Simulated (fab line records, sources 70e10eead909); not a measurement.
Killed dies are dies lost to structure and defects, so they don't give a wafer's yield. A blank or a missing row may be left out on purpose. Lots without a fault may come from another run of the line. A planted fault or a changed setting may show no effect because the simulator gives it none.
fab line records | flow nand_harc
record lots=6 wafers=18 last_day=32
route steps=1302 shown A_WL_FILL@960 END@1302
lots that met no fault: from a run of the same line without faults
start_h: hours from the record's first day to the start of the lot's first wafer shown | wait_h: hours since the lot's step before | " the same as in the row above | L1.1+2: a row that stands for several wafers | - no value, or no start given | * or withheld: withheld | < > ~ a bound
route shown NAME@n: a module of which the file shows steps, and the number in the route of the first | usual: mean/standard deviation of fault-free wafers | same: alike in all rows | chamber/n: place in a boat | sites: the reading at each site | _std_site: their standard deviation | _edge_site: outer sites' mean less inner sites' | radius_mm: how far each site lies from the wafer's centre | mask NAME#n: copy n | behind: the tool/chamber that last shaped the wafer | hold: why the lot was held/for how many hours/how that ended | device: the transistor (n, p or np) that didn't switch | end of line: the same wafers' tests at the end of the route | a step without rows: its recipe alone | killed: dies lost to structure and defects at the first sort, not the wafer's yield | map: a wafer's dies, x killed, . not, _ none there
set.NAME: the setting as run; set.NAME@STEP: as run at that earlier step | model.NAME: the simulator's own value behind a step, which no gauge read
lots at some steps of the route; a table a step, a row a wafer
services: from which hour (start_h, from the record's first day; less than 0 if before it) a tool's chamber was out of use, for how many hours, and why
## steps
# step NHARC_A_WL_FILL_STRIP_28
# recipe time_s=1200 temp_c=72.5 chemistry=post_etch_residue_remover
# step NHARC_A_WL_FILL_PRECLEAN_06
# recipe time_s=300 chemistry=DIW
# step NHARC_A_WL_FILL_SRD_07
# step NHARC_A_WL_FILL_ANNEAL_08
# recipe temp_c=450 time_s=1800
# step NHARC_A_WL_FILL_ALD_10
# recipe target_thk_a=500 pulse_time_s=10 ald_cycles=500 temp_c=300 material=SiO2
# usual heater_power_w=462/61 precursor_pulse_height_rel=1.002/0.019
# columns lot.wafer tool chamber start_h wait_h heater_power_w precursor_pulse_height_rel
L573.4 ald_hk-01 0 550.07 0.6 417 1.009
L573.2 " 1 " " 495 1.013
L573.5 " 3 551.60 2.1 520 1.018
L571.3 ald_hk-03 1 550.60 1.1 468 0.982
L571.4 " 2 " " 409 1.004
L571.6 " 0 552.13 2.6 472 1.007
L582.2 ald_hk-03 0 645.33 1.6 517 1.001
L582.5 " 1 " " 460 0.978
L582.6 " 2 " " 429 0.994
L584.3 ald_hk-03 3 657.19 0.0 582 0.989
L584.1 " 2 658.76 1.6 420 0.968
L584.5 " 3 " " 568 1.055
L583.1 ald_hk-04 3 658.62 1.5 426 1.030
L583.6 " 2 660.17 3.0 433 1.009
L583.5 " 3 " " 418 0.968
L585.3 ald_hk-04 1 664.56 0.7 395 1.022
L585.2 " 2 " " 425 1.011
L585.5 " 1 666.62 2.8 400 0.997
# step NHARC_A_WL_FILL_ETCHBACK_16
# recipe target_depth_a=1200 time_s=24 c4f8_flow_sccm=withheld o2_flow_sccm=8 ar_flow_sccm=withheld rf_w=600 bias_w=800 chemistry=C4F8/O2/Ar
# usual bias_w=800.1/2.4 oes_product_au=0.98/0.034 rf_fwd_power_W=590/3.2 rf_vpp_V=724/3.6 run_length_s=45.4/0.46
# columns lot.wafer tool chamber start_h wait_h bias_w oes_product_au rf_fwd_power_W rf_hours_counter_h rf_vpp_V run_length_s
L573.2 rie_diel-12 3 - - 803.6 0.98 590 2 725 45.3
L573.4 " 0 " " 802.5 0.95 594 2 723 45.5
L573.5 " 3 " " 802.8 0.96 589 - 725 45.3
L571.4 rie_diel-01 1 - - 802.8 0.93 586 5 726 45.8
L571.3 " 3 " " 800.7 0.94 589 5 725 44.8
L571.6 " 1 " " 802.3 0.92 585 - 727 45.6
L582.2 rie_diel-01 3 - - 797.8 1.02 587 3 726 44.7
L582.5 " 3 " " 802.0 1.01 587 - 726 44.8
L582.6 " 0 " " 795.1 0.99 593 - 724 44.9
L584.3 rie_diel-12 2 - - 803.0 0.94 591 0 727 45.0
L584.1 " 1 " " 799.3 0.92 593 0 729 46.0
L584.5 " 2 " " 800.8 0.92 590 - 730 45.7
L583.1 rie_diel-01 0 - - 796.1 1.00 594 3 723 44.8
L583.6 " 1 " " 800.8 1.00 585 - 726 45.8
L583.5 " 2 " " 801.8 1.00 593 - 716 45.9
L585.3 rie_diel-12 0 - - 802.7 0.98 591 1 722 45.6
L585.2 " 1 " " 798.4 1.01 592 1 728 45.8
L585.5 " 0 " " 803.4 0.99 595 - 720 45.7
# step NHARC_A_WL_FILL_STRIP_29
# recipe time_s=20 o2_flow_sccm=500 ar_flow_sccm=0 bias_w=0 chemistry=O2
# usual drypump_motor_current_A=5.8/0.43 oes_product_au=1.003/0.011 rf_vpp_V=58.0/0.9 showerhead_plenum_p_Torr=3.57/0.12 throttle_valve_pct=17.037/0.0086
# same bias_w=0
# columns lot.wafer tool chamber start_h wait_h drypump_motor_current_A oes_product_au rf_hours_counter_h rf_vpp_V showerhead_plenum_p_Torr throttle_valve_pct
L573.2 rie_diel-12 2 554.27 0.1 5.9 1.004 2 58.4 3.68 17.015
L573.4 " 1 " " 5.8 0.990 2 56.8 3.73 17.040
L573.5 " 2 " " 5.9 0.999 - 60.0 3.68 17.035
L571.4 rie_diel-01 2 554.29 0.1 5.7 0.999 5 57.3 3.31 17.035
L571.3 " 0 " " 4.8 1.005 5 58.4 3.52 17.027
L571.6 " 2 " " 5.7 1.002 - 57.5 3.31 17.035
L582.2 rie_diel-01 0 648.51 0.1 4.8 1.011 3 59.0 3.52 17.030
L582.5 " 3 " " 6.3 1.020 - 59.0 3.62 17.044
L582.6 " 0 " " 4.8 1.000 - 57.7 3.52 17.039
L584.1 rie_diel-12 3 661.99 0.1 5.6 1.005 0 58.2 3.57 17.035
L584.3 " 0 " " 6.0 0.982 0 57.7 3.44 17.038
L584.5 " 1 " " 5.8 1.005 - 58.1 3.73 17.044
L583.1 rie_diel-01 3 662.86 0.1 6.3 1.030 3 57.5 3.62 17.043
L583.6 " 0 " " 4.8 1.001 - 57.2 3.52 17.053
L583.5 " 1 " " 6.3 1.002 - 57.3 3.62 17.044
L585.3 rie_diel-12 3 668.79 0.1 5.6 1.002 1 58.0 3.57 17.040
L585.2 " 0 " " 6.0 0.983 1 57.5 3.44 17.016
L585.5 " 2 " " 5.9 1.003 - 57.2 3.68 17.038
# step NHARC_A_WL_FILL_ETCHBACK_17
# recipe target_depth_a=40 time_s=26.7 chemistry=Cl2/BCl3
# usual drypump_motor_current_A=5.6/0.42 oes_product_au=1.000/0.012 run_length_s=48.1/0.5
# columns lot.wafer tool chamber start_h wait_h drypump_motor_current_A oes_product_au rf_hours_counter_h run_length_s
L573.2 rie_metal-03 1 554.36 - 6.2 1.002 0.1 48.0
L573.4 " 1 " " 6.1 1.009 - 48.0
L573.5 " 0 " " 5.4 0.992 - 48.4
L571.3 rie_metal-01 0 554.42 - 6.0 1.023 - 48.3
L571.4 " 1 " " 5.1 1.018 - 48.3
L571.6 " 0 " " 6.0 1.021 - 48.6
L582.2 rie_metal-02 1 648.61 - 5.2 1.006 0.2 47.8
L582.5 " 0 " " 5.8 1.001 - 47.5
L582.6 " 1 " " 5.3 0.994 - 47.9
L584.1 rie_metal-03 1 662.09 - 6.2 1.010 2.4 48.1
L584.3 " 0 " " 5.3 0.992 - 48.9
L584.5 " 0 " " 5.4 0.993 - 48.4
L583.1 rie_metal-02 1 662.96 - 5.3 1.002 0.5 47.9
L583.5 " 0 " " 5.9 0.993 - 46.9
L583.6 " 1 " " 5.2 1.001 - 48.1
L585.2 rie_metal-03 1 668.89 - 6.2 0.994 2.4 48.5
L585.3 " 1 " " 6.2 0.999 - 48.0
L585.5 " 0 " " 5.4 0.985 - 48.6
# step NHARC_A_WL_FILL_PRECLEAN_18
# recipe time_s=30 chemistry=dHF
# step NHARC_A_WL_FILL_SRD_21
# step NHARC_A_WL_FILL_CVD_23
# recipe target_thk_a=400 temp_c=620 pressure_mtorr=200 time_s=800 material=poly-Si
# step NHARC_A_WL_FILL_ETCHBACK_26
# recipe target_depth_a=520 time_s=13.3 hbr_flow_sccm=150 rf_w=350 icp_w=350 bias_w=60 chemistry=HBr
# usual bias_w=59.98/0.19 drypump_motor_current_A=5.7/0.47 oes_product_au=1.000/0.016 rf_fwd_power_W=342.6/1.6 run_length_s=34.3/0.4 throttle_valve_pct=23.266/0.0094
# columns lot.wafer tool chamber start_h wait_h bias_w drypump_motor_current_A oes_product_au rf_fwd_power_W rf_hours_counter_h run_length_s throttle_valve_pct
L571.4 rie_si-05 0 559.59 0.4 59.94 4.9 1.000 340.6 0.6 34.0 23.258
L571.3 " 3 " " 59.93 5.4 1.000 341.9 0.5 34.6 23.269
L571.6 " 0 " " 60.07 4.9 1.005 341.2 - 34.0 23.274
L573.2 rie_si-04 3 559.59 0.4 59.99 6.5 1.002 344.8 0.2 35.2 23.256
L573.4 " 2 " " 60.10 5.6 0.981 341.3 0.2 34.2 23.254
L573.5 " 0 " " 59.89 5.7 0.977 342.9 - 34.4 23.277
L582.2 rie_si-04 1 653.84 0.4 60.14 6.2 1.032 339.7 0.6 34.5 23.263
L582.6 " 0 " " - 5.7 0.982 - - 30.3 23.255
L582.5 " 1 " " 60.12 6.2 1.028 341.1 - 35.1 23.270
L584.1 rie_si-01 1 667.31 0.4 59.73 5.2 0.992 343.7 0.7 33.6 23.257
L584.3 " 2 " " 60.08 5.5 1.028 342.1 0.8 34.0 23.265
L584.5 " 2 " " 60.25 5.5 1.021 342.3 - 34.4 23.266
L583.1 rie_si-04 2 667.34 0.4 60.22 5.6 0.976 343.4 0.7 34.3 23.260
L583.5 " 0 " " - 5.7 0.986 - - 30.8 23.258
L583.6 " 1 " " 60.01 6.2 1.030 339.7 - 34.8 23.275
L585.3 rie_si-01 3 674.10 0.4 60.01 6.2 1.009 342.9 0.7 34.4 23.257
L585.2 " 0 " " 60.15 6.1 1.005 343.7 0.7 34.1 23.253
L585.5 " 2 " " 59.87 5.5 1.033 340.5 - 34.2 23.276
# step NHARC_A_WL_FILL_PRECLEAN_30
# recipe time_s=10 chemistry=dHF
# step NHARC_END_SORT_01
# recipe temp_c=25
# usual killed_at_array=46/15 killed_at_other=1.0/1.3 killed_at_periphery=4/3 killed_dies=51/15 killed_open=3.2/1.8 killed_short=2.5/1.5
# same gross_dies=677
# columns lot.wafer tool chamber start_h wait_h killed_at_array killed_at_other killed_at_periphery killed_dies killed_open killed_short
L582.2 prober-01 0 740.62 2.8 58 0 4 62 1 5
L582.5 prober-01 0 743.01 3.7 97 1 6 104 8 3
L582.6 prober-01 0 743.80 4.0 68 0 5 73 3 6
L584.1 prober-02 0 747.53 2.5 44 1 0 45 0 1
L584.3 prober-02 0 749.13 3.1 60 1 0 61 3 1
L584.5 prober-02 0 750.73 3.7 67 0 3 70 4 2
L583.1 prober-01 0 747.57 2.5 43 3 2 48 3 5
L583.5 prober-01 0 750.75 3.7 49 6 4 59 3 2
L583.6 prober-01 0 751.55 4.0 37 3 4 44 3 1
L585.2 prober-01 0 763.15 2.8 25 1 4 30 3 0
L585.3 prober-01 0 763.95 3.1 25 2 3 30 5 3
L585.5 prober-01 0 765.54 3.7 25 0 9 34 2 5
# killed by level:class
L582.2 A_CHANNEL_HOLE_D1:chamber_film_flake=18 A_SLIT:chamber_film_flake=12 A_CHANNEL_HOLE_D2:chamber_film_flake=9 A_STAIRCASE:chamber_film_flake=5 A_CONTACT:chamber_film_flake=5 A_CHANNEL_FILL_D1:geometric_particle:short=2 A_SOURCE_PLATE:geometric_particle:short=1 A_CHANNEL_HOLE_D1:geometric_particle:short=1
L582.5 A_CHANNEL_HOLE_D1:chamber_film_flake=39 A_SLIT:chamber_film_flake=17 A_CHANNEL_HOLE_D2:chamber_film_flake=13 A_CONTACT:chamber_film_flake=12 A_STAIRCASE:chamber_film_flake=3 P_GATE:chamber_film_flake=2 A_WL_FILL:chamber_film_flake=2 P_GATE:geometric_particle:open=1
L582.6 A_SLIT:chamber_film_flake=20 A_CHANNEL_HOLE_D1:chamber_film_flake=19 A_CHANNEL_HOLE_D2:chamber_film_flake=13 A_CONTACT:chamber_film_flake=6 A_BLC:chamber_film_flake=3 A_CHANNEL_FILL_D1:geometric_particle:short=2 P_GATE:geometric_particle:short=1 P_CONTACT:geometric_particle:open=1
L584.1 A_CHANNEL_HOLE_D2:chamber_film_flake=22 A_CHANNEL_HOLE_D1:chamber_film_flake=15 A_SLIT:chamber_film_flake=2 A_CONTACT:chamber_film_flake=2 STARTING-WAFER:geometric_particle:short=1 A_CHANNEL_FILL_D1:chamber_film_flake=1 A_STAIRCASE:chamber_film_flake=1 A_WL_FILL:chamber_film_flake=1
L583.1 A_SLIT:chamber_film_flake=17 A_CONTACT:chamber_film_flake=6 A_STAIRCASE:chamber_film_flake=5 A_CHANNEL_HOLE_D1:chamber_film_flake=4 A_ZERO_WELL:chamber_film_flake=3 A_CHANNEL_FILL_D1:geometric_particle:short=2 THIN_TSV:chamber_film_flake=2 P_M0:geometric_particle:open=1
L584.3 A_CHANNEL_HOLE_D1:chamber_film_flake=33 A_CHANNEL_HOLE_D2:chamber_film_flake=16 A_STAIRCASE:chamber_film_flake=3 A_SLIT:chamber_film_flake=3 A_DECK1_JOINT:geometric_particle:open=1 A_SGD_CUT:geometric_particle:open=1 A_SGD_CUT:geometric_particle:short=1 A_WL_FILL:geometric_particle:open=1
L584.5 A_CHANNEL_HOLE_D1:chamber_film_flake=26 A_CHANNEL_HOLE_D2:chamber_film_flake=26 A_STAIRCASE:chamber_film_flake=3 A_CONTACT:chamber_film_flake=3 A_SLIT:chamber_film_flake=2 P_M2:geometric_particle:open=1 A_ONON_D1:geometric_particle:short=1 A_CHANNEL_HOLE_D1:geometric_particle:open=1
L583.5 A_SLIT:chamber_film_flake=17 A_STAIRCASE:chamber_film_flake=8 A_CONTACT:chamber_film_flake=8 A_CHANNEL_HOLE_D1:chamber_film_flake=7 A_ZERO_WELL:chamber_film_flake=3 HYBRID_BOND:chamber_film_flake=3 THIN_TSV:chamber_film_flake=3 P_M2:chamber_film_flake=2
L583.6 A_SLIT:chamber_film_flake=15 A_CONTACT:chamber_film_flake=10 A_CHANNEL_HOLE_D1:chamber_film_flake=8 THIN_TSV:chamber_film_flake=3 P_CONTACT:geometric_particle:open=2 P_GATE:chamber_film_flake=2 A_STAIRCASE:chamber_film_flake=2 A_CHANNEL_FILL_D1:geometric_particle:short=1
L585.2 A_CHANNEL_HOLE_D1:chamber_film_flake=12 A_SLIT:chamber_film_flake=4 A_STAIRCASE:chamber_film_flake=3 A_CONTACT:chamber_film_flake=3 P_M0:geometric_particle:open=1 P_M2:geometric_particle:open=1 A_CHANNEL_FILL_D2:geometric_particle:open=1 P_ZERO_WELL:chamber_film_flake=1
L585.3 A_CHANNEL_HOLE_D1:chamber_film_flake=10 A_ONON_D1:geometric_particle:open=2 P_ZERO_WELL:chamber_film_flake=2 A_WL_FILL:chamber_film_flake=2 A_SLIT:chamber_film_flake=2 A_CONTACT:chamber_film_flake=2 THIN_TSV:chamber_film_flake=2 P_M0:geometric_particle:open=1
L585.5 A_CHANNEL_HOLE_D1:chamber_film_flake=7 A_SLIT:chamber_film_flake=7 A_CONTACT:chamber_film_flake=3 P_ZERO_WELL:chamber_film_flake=2 P_GATE:chamber_film_flake=2 A_WL_FILL:chamber_film_flake=2 P_STI:geometric_particle:short=1 P_GATE:geometric_particle:short=1
## services
# columns tool chamber start_h hours kind
rie_si-05 - 526.46 0.4 repair
rie_diel-12 0 527.99 - clean
rie_diel-12 1 527.99 - clean
rie_diel-12 2 527.99 - clean
rie_diel-12 3 527.99 - clean
rie_si-01 - 543.24 1.1 repair
rie_si-01 - 547.00 9.0 pm
rie_diel-01 - 557.80 9.0 pm
rie_diel-12 - 566.12 0.2 repair
rie_metal-01 - 575.00 9.0 pm
ald_hk-03 - 575.54 10.0 pm
rie_metal-03 - 578.98 1.8 repair
rie_si-01 2 580.06 9.6 repair
ald_hk-04 - 614.81 0.8 repair
rie_si-01 3 619.40 22.0 repair
rie_diel-12 - 622.49 9.0 pm
ald_hk-03 - 627.82 0.5 repair
rie_metal-02 - 631.00 9.0 pm
rie_si-05 0 636.10 2.8 repair
rie_diel-01 2 637.05 3.1 repair
rie_diel-01 2 652.77 1.8 repair
ald_hk-01 - 655.25 10.0 pm
rie_si-05 - 659.00 9.0 pm
rie_si-05 2 671.38 1.9 repair
## key
first_sign step=NHARC_A_WL_FILL_ETCHBACK_26 reading=run_length_s direction=down sigmas=9.5 usual=* struck=*
effect none on later readings
met_at NHARC_A_WL_FILL_ETCHBACK_26
struck_wafers L582.6,L583.5
tester_left_out L582,L583
onset_between 559.59 653.84
fault kind=process_parameter_drift tool=rie_si-04 chamber=0 onset_h=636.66 steps=NHARC_A_WL_FILL_ETCHBACK_26 channel=time_s offset=* shape=step end_h=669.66 acts_in=* stated=*
# tester_left_out: of these lots the tester's yield and bins aren't shown, on N5 and GAA mostly nor the transistor test; their killed dies are dies lost to structure and defects alone, not to doping, threshold or leakage, so they don't give the yield
